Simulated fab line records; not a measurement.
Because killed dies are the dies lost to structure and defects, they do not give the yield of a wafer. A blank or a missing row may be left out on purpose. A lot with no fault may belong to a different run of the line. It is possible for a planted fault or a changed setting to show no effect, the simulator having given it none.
fab line records    flow nand-harc
record: lots: 12  wafers: 36  last-day: 33
route steps=1302 shown P_GATE@209 P_CONTACT@237 END@1302
lots that met no fault: taken from a fault-free run of the same line
start-h: start of the lot's first displayed wafer, in hours after the record's first day    wait-h: hours from the lot's prior step to this one    " repeats the value in the row above    L1.1+2: one row covering several wafers at once    - value missing, or start not given    * or withheld: withheld    < > ~ a bound
route shown NAME@n: a module of which the file shows steps, and the number in the route of the first    usual: mean and standard deviation over wafers with no fault    same: alike in all rows    chamber/n: place in a boat    sites: per-site readings    _std_site: their standard deviation    _edge_site: outer sites' mean less inner sites'    radius-mm: how far each site lies from the wafer's centre    mask NAME#n: copy n    behind: tool/chamber where the wafer was last shaped    hold: cause of the lot's hold/its duration in hours/its outcome    device: the n, p or np transistor that did not switch    end of line: the same wafers' tests at the end of the route    a step given without rows: its recipe and nothing more    killed: dies that structure and defects cost at the first sort, which is not the same as the wafer's yield    map: the dies of a wafer, with x for killed, . for not killed, _ for no die there
set.NAME: the setting that was run; set.NAME@STEP: the one run at that earlier step    model.NAME: the simulator's own value behind a step, which no gauge read
steps of the route over a sample of lots; a table a step, a row a wafer
services: from which hour (start-h, from the record's first day; less than 0 if before it) a tool's chamber was out of use, for how many hours, and why
== steps ==
step: NHARC_P_GATE_DEGAS_109
recipe: temp-c: 300  time-s: 60
usual: heater-power-w: 457/47  susceptor-temp-C: 299.99/0.19
lot.wafer  tool            chamber  start-h  wait-h  heater-power-w  susceptor-temp-C
L235.1     pvd-sputter-03  -        126.34   0.1     448             300.04
L235.5     "               -        "        "       434             300.33
L235.6     "               -        "        "       432             299.83
L236.1     pvd-sputter-03  -        135.79   0.1     451             300.02
L236.2     "               -        "        "       449             299.77
L236.5     "               -        "        "       440             299.90
L243.4     pvd-sputter-01  -        200.62   0.1     500             299.55
L243.1     "               -        "        "       576             300.14
L243.2     "               -        "        "       476             300.14
L245.3     pvd-sputter-01  -        222.65   0.1     469             300.10
L245.6     "               -        "        "       476             300.05
L245.5     "               -        "        "       521             299.79
L246.2     pvd-sputter-02  -        236.20   0.1     448             299.95
L246.6     "               -        "        "       391             300.02
L246.5     "               -        "        "       420             299.89
L247.1     pvd-sputter-02  -        246.01   0.1     451             300.25
L247.6     "               -        "        "       387             300.15
L247.5     "               -        "        "       422             300.19
L249.3     pvd-sputter-01  -        263.42   0.1     429             -
L249.1     "               -        "        "       492             -
L249.5     "               -        "        "       596             -
L250.2     pvd-sputter-02  -        276.81   0.1     414             300.21
L250.1     "               -        "        "       456             299.97
L250.6     "               -        "        "       417             300.08
L252.2     pvd-sputter-02  -        297.04   0.1     473             -
L252.4     "               -        "        "       409             -
L252.3     "               -        "        "       450             -
L254.2     pvd-sputter-01  -        314.54   0.1     458             -
L254.4     "               -        "        "       511             -
L254.5     "               -        "        "       510             -
L255.3     pvd-sputter-01  -        319.25   0.1     444             300.07
L255.1     "               -        "        "       588             299.81
L255.6     "               -        "        "       515             300.19
L256.1     pvd-sputter-03  -        335.11   0.1     433             299.94
L256.2     "               -        "        "       450             300.02
L256.3     "               -        "        "       464             300.09
step: NHARC_P_CONTACT_ETCH_36
recipe: target-depth-a: 2600  over-etch-frac: 0.25  time-s: 406.25  ion-energy-ev: 200  n2-flow-sccm: 150  h2-flow-sccm: 150  ar-flow-sccm: 0  rf-w: 400  bias-w: 150  chemistry: N2/H2
usual: drypump-motor-current-A: 5.6/0.56  oes-product-au: 0.996/0.0092  rf-vpp-V: 430.6/2.6  run-length-s: 427.5/0.33  showerhead-plenum-p-Torr: 2.04/0.09  throttle-valve-pct: 14.170/0.0086
lot.wafer  tool         chamber  start-h  wait-h  drypump-motor-current-A  oes-product-au  rf-hours-counter-h  rf-vpp-V  run-length-s  showerhead-plenum-p-Torr  throttle-valve-pct
L235.1     rie-diel-02  0        -        -       6.3                      0.997           2.2                 433.3     427.2         2.11                      14.175
L235.6     "            0        "        "       6.4                      0.995           -                   432.1     427.3         2.11                      14.160
L235.5     "            1        "        "       5.9                      0.983           -                   428.5     427.2         1.99                      14.156
L236.1     rie-diel-03  3        -        -       5.1                      0.991           0.5                 428.9     427.9         1.97                      14.164
L236.2     "            2        "        "       6.0                      0.992           0.5                 433.7     427.4         2.19                      14.174
L236.5     "            0        "        "       5.7                      0.999           -                   430.8     427.6         2.09                      14.158
L243.1     rie-diel-03  2        -        -       5.9                      0.995           3.0                 435.5     427.5         2.19                      14.153
L243.4     "            0        "        "       5.7                      0.997           3.0                 430.9     427.9         2.09                      14.175
L243.2     "            1        "        "       6.5                      0.984           3.0                 428.0     427.3         1.95                      14.158
L245.3     rie-diel-03  2        -        -       6.0                      0.994           4.0                 435.6     427.3         2.19                      14.154
L245.5     "            1        "        "       6.4                      0.996           -                   428.9     427.3         1.95                      14.157
L245.6     "            2        "        "       6.0                      0.987           -                   435.5     427.4         2.19                      14.190
L246.2     rie-diel-02  2        -        -       5.0                      1.014           0.1                 429.9     427.8         2.02                      14.177
L246.5     "            1        "        "       6.0                      0.997           -                   428.6     427.3         1.99                      14.180
L246.6     "            2        "        "       5.0                      1.014           -                   431.3     427.6         2.02                      14.171
L247.1     rie-diel-02  2        -        -       5.0                      1.005           0.7                 429.5     427.7         2.02                      14.160
L247.5     "            3        "        "       5.4                      0.980           -                   428.1     426.7         1.94                      14.165
L247.6     "            0        "        "       6.3                      1.014           -                   433.2     427.4         2.11                      14.175
L249.1     rie-diel-04  0        -        -       5.9                      0.997           2.8                 427.4     427.2         1.94                      14.169
L249.3     "            1        "        "       4.8                      0.985           3.1                 434.1     427.2         2.18                      14.159
L249.5     "            0        "        "       5.9                      0.996           -                   427.8     427.0         1.94                      14.168
L250.2     rie-diel-03  3        -        -       5.1                      0.988           5.1                 427.8     427.5         1.97                      14.180
L250.1     "            1        "        "       6.4                      0.990           5.5                 427.0     427.2         1.95                      14.180
L250.6     "            2        "        "       6.0                      0.986           -                   433.9     427.8         2.19                      14.176
L252.2     rie-diel-03  3        -        -       5.1                      1.002           0.2                 428.4     427.7         1.96                      14.165
L252.3     "            1        "        "       6.5                      1.009           0.1                 426.8     427.2         1.95                      14.157
L252.4     "            2        "        "       5.9                      0.994           0.2                 435.8     427.6         2.19                      14.172
L254.4     rie-diel-03  3        -        -       5.1                      1.003           0.9                 429.4     427.3         1.96                      14.174
L254.2     "            2        "        "       5.9                      0.994           0.7                 435.5     427.6         2.19                      14.170
L254.5     "            3        "        "       5.1                      0.999           -                   427.4     427.6         1.96                      14.174
L255.3     rie-diel-02  0        -        -       6.3                      1.012           2.5                 432.4     427.2         2.11                      14.176
L255.1     "            3        "        "       5.4                      0.997           2.4                 428.0     426.6         1.94                      14.163
L255.6     "            0        "        "       6.4                      1.027           -                   432.9     427.1         2.11                      14.171
L256.2     rie-diel-03  1        -        -       6.5                      1.009           1.2                 428.6     427.2         1.95                      14.167
L256.1     "            2        "        "       6.0                      0.997           1.4                 434.6     427.8         2.19                      14.171
L256.3     "            0        "        "       5.8                      0.989           1.7                 431.7     427.5         2.08                      14.179
step: NHARC_P_CONTACT_ETCH_18
recipe: target-depth-a: 4810  time-s: 240.5  c4f8-flow-sccm: 20  o2-flow-sccm: 10  ar-flow-sccm: withheld  rf-w: 600  bias-w: 1500  chemistry: C4F8/O2/Ar
usual: oes-product-au: 0.953/0.022  rf-vpp-V: 978/5.7  run-length-s: 261.7/0.36
lot.wafer  tool         chamber  start-h  wait-h  oes-product-au  rf-hours-counter-h  rf-vpp-V  run-length-s
L235.1     rie-diel-02  2        129.83   -       0.984           2.5                 977       262.1
L235.6     "            0        "        "       0.966           -                   983       261.4
L235.5     "            1        "        "       0.953           -                   976       261.8
L236.1     rie-diel-03  1        138.91   -       0.912           0.6                 973       261.5
L236.2     "            2        "        "       0.920           0.6                 987       262.1
L236.5     "            1        "        "       0.921           -                   971       261.4
L243.4     rie-diel-03  1        203.86   -       0.970           3.1                 972       261.3
L243.1     "            2        "        "       0.968           3.2                 989       197.7
L243.2     "            3        "        "       0.949           3.2                 974       261.9
L245.3     rie-diel-03  3        225.91   -       0.953           4.0                 972       198.1
L245.5     "            1        "        "       0.963           -                   972       261.5
L245.6     "            2        "        "       0.955           -                   988       261.5
L246.2     rie-diel-02  3        239.62   -       0.960           0.2                 972       260.7
L246.6     "            0        "        "       0.983           -                   983       261.6
L246.5     "            1        "        "       0.966           -                   974       261.3
L247.1     rie-diel-02  2        249.22   -       0.993           0.8                 978       262.2
L247.6     "            2        "        "       0.985           -                   976       261.9
L247.5     "            3        "        "       0.952           -                   972       260.9
L249.1     rie-diel-04  0        266.66   -       0.975           3.0                 972       261.3
L249.3     "            2        "        "       0.955           3.1                 973       261.8
L249.5     "            1        "        "       0.964           -                   986       261.8
L250.1     rie-diel-03  3        280.23   -       0.930           5.3                 973       262.0
L250.2     "            1        "        "       0.953           5.6                 971       261.4
L250.6     "            3        "        "       0.928           -                   973       262.1
L252.3     rie-diel-03  0        300.52   -       0.950           0.4                 982       262.1
L252.4     "            1        "        "       1.005           0.2                 972       261.2
L252.2     "            3        "        "       0.958           0.4                 974       262.6
L254.4     rie-diel-03  0        317.68   -       0.931           1.2                 981       261.8
L254.2     "            1        "        "       0.919           0.8                 974       261.4
L254.5     "            3        "        "       0.926           -                   974       261.8
L255.3     rie-diel-02  1        322.35   -       0.972           2.7                 975       261.8
L255.1     "            0        "        "       0.981           2.7                 983       261.4
L255.6     "            2        "        "       0.983           -                   978       261.9
L256.3     rie-diel-03  0        338.33   -       0.971           1.8                 980       262.0
L256.1     "            2        "        "       0.955           1.6                 987       261.9
L256.2     "            3        "        "       0.969           1.9                 974       262.1
step: NHARC_P_CONTACT_ALD_22
recipe: target-thk-a: 30  pulse-time-s: 1  ald-cycles: 150  temp-c: 450  material: TiN
usual: heater-power-w: 1070/150  precursor-pulse-height-rel: 0.999/0.02  susceptor-temp-C: 449.99/0.27
lot.wafer  tool          chamber  start-h  wait-h  heater-power-w  precursor-pulse-height-rel  susceptor-temp-C
L235.1     ald-metal-04  2        131.16   -       1260            0.995                       449.94
L235.6     "             1        "        "       1082            1.034                       449.69
L235.5     "             2        "        "       1278            0.992                       449.91
L236.2     ald-metal-02  3        140.23   -       1037            1.027                       -
L236.1     "             2        "        "       1243            1.030                       -
L236.5     "             0        "        "       918             1.002                       -
L243.1     ald-metal-04  1        205.21   -       1100            1.028                       450.26
L243.4     "             3        "        "       1207            1.055                       450.02
L243.2     "             0        "        "       1234            0.989                       449.95
L245.3     ald-metal-02  2        227.25   -       1279            1.000                       449.92
L245.6     "             1        "        "       866             0.997                       449.86
L245.5     "             2        "        "       1268            0.997                       449.96
L246.2     ald-metal-02  2        240.92   -       1255            1.017                       449.81
L246.5     "             1        "        "       890             1.033                       450.13
L246.6     "             2        "        "       1232            0.970                       450.08
L247.1     ald-metal-04  0        250.57   -       1234            1.003                       450.13
L247.6     "             0        "        "       1235            0.975                       449.98
L247.5     "             1        "        "       1091            1.016                       450.47
L249.1     ald-metal-02  2        268.03   -       1252            1.005                       450.02
L249.3     "             3        "        "       1015            0.987                       449.70
L249.5     "             1        "        "       811             1.003                       449.78
L250.1     ald-metal-04  3        281.62   -       1211            1.008                       449.80
L250.2     "             0        "        "       1297            0.992                       450.42
L250.6     "             2        "        "       1291            0.997                       449.80
L252.3     ald-metal-02  0        301.92   -       955             1.024                       449.77
L252.4     "             1        "        "       793             0.956                       449.77
L252.2     "             2        "        "       1279            0.995                       449.65
L254.4     ald-metal-04  1        318.98   -       1090            1.029                       449.67
L254.2     "             3        "        "       1231            1.017                       449.92
L254.5     "             1        "        "       1126            0.998                       449.70
L255.1     ald-metal-02  2        323.70   -       1234            0.999                       449.74
L255.3     "             1        "        "       800             0.980                       450.01
L255.6     "             2        "        "       1257            0.995                       449.90
L256.3     ald-metal-03  0        339.68   -       895             1.005                       450.47
L256.1     "             1        "        "       1004            1.025                       449.93
L256.2     "             3        "        "       1159            0.980                       450.49
step: NHARC_END_SORT_01
recipe: temp-c: 25
usual: killed-at-array: 52/18  killed-at-other: 0.6/0.83  killed-at-periphery: 4.3/2.8  killed-dies: 57/19  killed-open: 3.4/2  killed-short: 2.5/1.7
same: gross-dies: 677
lot.wafer  tool       chamber  start-h  wait-h  killed-at-array  killed-at-other  killed-at-periphery  killed-dies  killed-open  killed-short
L243.1     prober-01  0        639.42   2.5     55               1                621                  677          3            3
L243.2     prober-01  0        640.22   2.8     64               1                2                    67           2            2
L243.4     prober-01  0        641.82   3.4     53               0                3                    56           4            4
L245.3     prober-02  0        660.02   3.1     73               1                603                  677          3            2
L245.5     prober-02  0        661.60   3.7     74               0                7                    81           2            1
L245.6     prober-02  0        662.39   4.0     71               1                7                    79           6            1
killed by level:class
L243.1 P_CONTACT:area-etch=619 A_CHANNEL_HOLE_D1:chamber-film-flake=32 A_STAIRCASE:chamber-film-flake=8 A_CHANNEL_HOLE_D2:chamber-film-flake=4 A_CONTACT:chamber-film-flake=2 A_CHANNEL_FILL_D1:geometric-particle:short=1 A_CHANNEL_FILL_D2:geometric-particle:short=1 A_WL_FILL:geometric-particle:short=1
L243.2 A_CHANNEL_HOLE_D1:chamber-film-flake=33 A_STAIRCASE:chamber-film-flake=9 A_CHANNEL_HOLE_D2:chamber-film-flake=7 A_CONTACT:chamber-film-flake=4 A_CHANNEL_FILL_D2:chamber-film-flake=3 A_ZERO_WELL:chamber-film-flake=2 A_WL_FILL:chamber-film-flake=2 P_STI:geometric-particle:open=1
L243.4 A_CHANNEL_HOLE_D1:chamber-film-flake=23 A_STAIRCASE:chamber-film-flake=10 A_CHANNEL_HOLE_D2:chamber-film-flake=6 A_DECK1_JOINT:chamber-film-flake=3 P_CONTACT:geometric-particle:open=2 A_SLIT:chamber-film-flake=2 P_GATE:geometric-particle:short=1 A_ONON_D1:geometric-particle:short=1
L245.3 P_CONTACT:area-etch=598 A_CHANNEL_HOLE_D1:chamber-film-flake=38 A_SLIT:chamber-film-flake=16 A_CONTACT:chamber-film-flake=6 A_CHANNEL_HOLE_D2:chamber-film-flake=5 P_STI:chamber-film-flake=4 A_CHANNEL_FILL_D1:geometric-particle:short=1 A_DECK1_JOINT:geometric-particle:short=1
L245.5 A_CHANNEL_HOLE_D1:chamber-film-flake=38 A_SLIT:chamber-film-flake=15 A_CHANNEL_HOLE_D2:chamber-film-flake=10 A_CONTACT:chamber-film-flake=4 P_STI:chamber-film-flake=2 P_BONDPAD:chamber-film-flake=2 A_CHANNEL_FILL_D1:chamber-film-flake=2 A_STAIRCASE:chamber-film-flake=2
L245.6 A_CHANNEL_HOLE_D1:chamber-film-flake=32 A_SLIT:chamber-film-flake=19 A_CONTACT:chamber-film-flake=7 A_CHANNEL_HOLE_D2:chamber-film-flake=6 A_DECK1_JOINT:geometric-particle:open=2 A_M0:geometric-particle:open=2 P_STI:chamber-film-flake=2 P_CONTACT:chamber-film-flake=2
== services ==
tool            chamber  start-h  hours  kind
pvd-sputter-02  -        104.00   10.0   pm
rie-diel-03     -        104.30   9.0    pm
ald-metal-02    1        115.87   9.6    repair
ald-metal-04    -        118.00   10.0   pm
ald-metal-02    -        119.82   1.4    repair
ald-metal-04    -        133.70   1.5    repair
pvd-sputter-02  -        150.08   10.1   repair
pvd-sputter-02  -        187.23   2.3    repair
ald-metal-04    0        188.10   9.3    repair
ald-metal-04    1        189.65   7.8    repair
rie-diel-02     -        192.16   0.3    repair
ald-metal-02    2        199.08   9.0    repair
pvd-sputter-02  -        202.97   0.8    repair
rie-diel-03     -        208.38   0.4    repair
pvd-sputter-01  -        209.65   0.5    repair
ald-metal-02    -        210.63   0.5    repair
rie-diel-02     -        216.70   9.0    pm
pvd-sputter-01  -        226.00   10.0   pm
ald-metal-04    0        236.07   4.4    repair
ald-metal-02    -        254.00   10.0   pm
rie-diel-03     -        281.30   9.0    pm
rie-diel-03     1        294.82   5.3    repair
ald-metal-04    -        296.00   10.0   pm
rie-diel-03     -        330.66   0.8    repair
== key ==
first-sign: step: NHARC_P_CONTACT_ETCH_18  reading: run-length-s  direction: down  sigmas: 99+  usual: *  struck: *
effect: step: NHARC_END_SORT_01  reading: killed-at-periphery  direction: up  sigmas: 99+  usual: 4.3  struck: 612
more-kills-born-at: NHARC_P_CONTACT_ETCH_18@rie-diel-03: 1217
met-at NHARC_P_CONTACT_ETCH_18
struck-lots L243,L245
struck-wafers L243.1,L245.3
later-rows-left-out L243.1,L245.3
tester-left-out L243,L245
not-acting-at NHARC_P_GATE_DEGAS_109,NHARC_P_CONTACT_ETCH_36,NHARC_P_CONTACT_ALD_22
onset-between 138.91 203.86
fault: kind: process-parameter-drift  tool: rie-diel-03  chamber: -  onset-h: 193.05  steps: NHARC_P_CONTACT_ETCH_18  channel: time-s  offset: *  shape: step  end-h: 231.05  scope: struck-wafers-only  acts-in: *  stated: *
tester-left-out: of these lots the tester's yield and bins aren't shown, on N5 and GAA mostly nor the transistor test; their killed dies are dies lost to structure and defects alone, not to doping, threshold or leakage, so they don't give the yield
later-rows-left-out: the simulator's readings of these wafers behind a module that went badly wrong aren't trusted and aren't shown, but for the sort
